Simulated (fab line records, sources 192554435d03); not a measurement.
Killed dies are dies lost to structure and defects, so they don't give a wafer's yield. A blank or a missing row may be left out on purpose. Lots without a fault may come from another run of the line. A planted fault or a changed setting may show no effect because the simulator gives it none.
Chamber matching | flow n5_finfet | N5_HKMG_FIN_ALD_74 on ald_hk-02: 4 sister chambers
The step deposits La2O3, target thk 0.5 nm, pulse time 6 s, co reactant pulse time 1 s. 8 wafers are shown with their chamber, then 7 later ones without.

WAFERS WITH THEIR CHAMBER
wafer  | chamber | heater_power_w (W) | precursor_pulse_height_rel
L075.4 | 1       | 323                | 1.018
L078.4 | 3       | 408                | 0.958
L078.5 | 0       | 303                | 0.952
L081.1 | 2       | 325                | 1.028
L081.3 | 3       | 404                | 0.993
L081.6 | 2       | 320                | 1.000
L082.2 | 1       | 339                | 0.979
L082.3 | 0       | 302                | 1.016

WAFERS WITHOUT THEIR CHAMBER
wafer  | heater_power_w (W) | precursor_pulse_height_rel
L082.5 | 318                | 0.992
L091.1 | 416                | 0.966
L091.2 | 330                | 1.008
L091.4 | 320                | 0.984
L092.2 | 421                | 0.995
L092.4 | 334                | 0.983
L092.5 | 409                | 0.976

WHICH CHAMBER EACH WENT THROUGH
wafer  | from the rows above          | in truth
L082.5 | can't be placed: 2 or 1 or 0 | 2
L091.1 | 3                            | 3
L091.2 | can't be placed: 1 or 2      | 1
L091.4 | can't be placed: 2 or 1 or 0 | 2
L092.2 | 3                            | 3
L092.4 | can't be placed: 1 or 2      | 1
L092.5 | 3                            | 3
Placed correctly: 3 of 7. Can't be placed from these rows: 4 (the true chamber is among the candidates in 4). Placed wrongly: 0.
How it was worked out, from the rows above alone: a wafer's distance from a chamber is the root of the sum, over the readings, of the square of ((its reading less the chamber's mean) divided by the reading's scatter). The wafer belongs to the nearest chamber; if the next one is less than 2 further off, it can't be placed. A chamber's mean is the mean of its shown wafers. The scatter: the root of (the sum of the squares of (reading less its chamber's mean) over the shown wafers, divided by (wafers less chambers)).
